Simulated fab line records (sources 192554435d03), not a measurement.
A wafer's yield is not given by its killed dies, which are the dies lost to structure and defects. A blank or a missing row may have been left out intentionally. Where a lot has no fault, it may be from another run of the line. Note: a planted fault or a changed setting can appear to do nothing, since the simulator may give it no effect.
One fault seen from 2 desks | flow n5Finfet | only its own numbers are on each desk; what lay behind them is given at the end

## FROM THE METROLOGY DESK
Lot by lot, what the gauges showed, no matter which tool ran the lot: averages of those sampled wafers that carry a number. Any lot whose mean is over 4 standard deviations away from the usual mean is out of limits and marked OUT; that distance is given in the brackets. Shown here are 7 of its 12 readings, the ones lying furthest out on some lot.
Columns: A = DIBL_P at N5_BEOL_M4_RC_MEAS_101, usual 35.9 mV/V; B = IOFF_N at N5_BEOL_M4_RC_MEAS_101, usual 0.160 nA/um; C = ION_N at N5_BEOL_M4_RC_MEAS_101, usual 672 uA/um; D = ION_P at N5_BEOL_M4_RC_MEAS_101, usual 461 uA/um; E = REXT_P at N5_BEOL_M4_RC_MEAS_101, usual 101.0 ohm.um; F = VT_N at N5_BEOL_M4_RC_MEAS_101, usual 249.3 mV; G = VT_P at N5_BEOL_M4_RC_MEAS_101, usual -250 mV
lot  | first seen here | A    | B     | C   | D   | E     | F     | G
L417 | day 4 05:26     | 36.9 | 0.162 | 678 | 461 | 103.9 | 248.2 | -252
L418 | day 4 09:20     | 35.0 | 0.164 | 675 | 454 | 97.2  | 250.0 | -254
L420 | day 4 18:02     | 33.1 | 0.123 | 656 | 455 | 106.4 | 253.3 | -252
L424 | day 5 19:26     | 33.8 | 0.117 | 653 | 445 | 103.5 | 256.1 | -258
L425 | day 5 23:47     | 37.4 | 0.168 | 674 | 459 | 108.3 | 246.2 | -252
L427 | day 6 10:44     | 35.9 | 0.168 | 683 | 471 | 97.9  | 247.0 | -246
L429 | day 7 08:20     | 34.8 | 0.161 | 668 | 453 | 101.0 | 249.7 | -252
L434 | day 8 05:31     | 37.0 | 0.175 | 677 | 465 | 96.4  | 248.6 | -250
L435 | day 8 13:36     | 36.2 | 0.164 | 673 | 458 | 97.1  | 248.3 | -250
L436 | day 8 17:48     | 37.0 | 0.158 | 673 | 459 | 100.9 | 251.7 | -252
This desk found nothing out of limits on any of the 10 lots.

## FOR THE TOOL OWNER'S DESK: aldSin-03
The tool's own readings at N5_SPACER0_ALD_00 (deposits SiOCN, target thk 3.5 nm, pulse time 3 s, purge time 2 s): means of the sampled wafers that have a number, for each lot that ran on this tool. Any lot whose mean is over 4 standard deviations away from the usual mean is out of limits and marked OUT; that distance is given in the brackets.
Columns: A = heaterPowerW at N5_SPACER0_ALD_00, usual 843 W; B = precursorPulseHeightRel at N5_SPACER0_ALD_00, usual 0.998
lot  | first seen here | A   | B
L417 | day 4 06:28     | 803 | 1.017
L418 | day 4 10:19     | 803 | 1.005
L420 | day 4 19:01     | 771 | 0.981
L424 | day 5 20:43     | 868 | 0.992
L425 | day 6 00:45     | 866 | 0.997
L436 | day 8 19:17     | 812 | 0.993
This desk found nothing out of limits on any of the 6 lots.

## PUT TOGETHER
At the metrology desk, nothing out of limits was observed.
Nothing out of limits was seen by the tool owner's desk.

## WHAT THE SIMULATOR HAD PUT IN
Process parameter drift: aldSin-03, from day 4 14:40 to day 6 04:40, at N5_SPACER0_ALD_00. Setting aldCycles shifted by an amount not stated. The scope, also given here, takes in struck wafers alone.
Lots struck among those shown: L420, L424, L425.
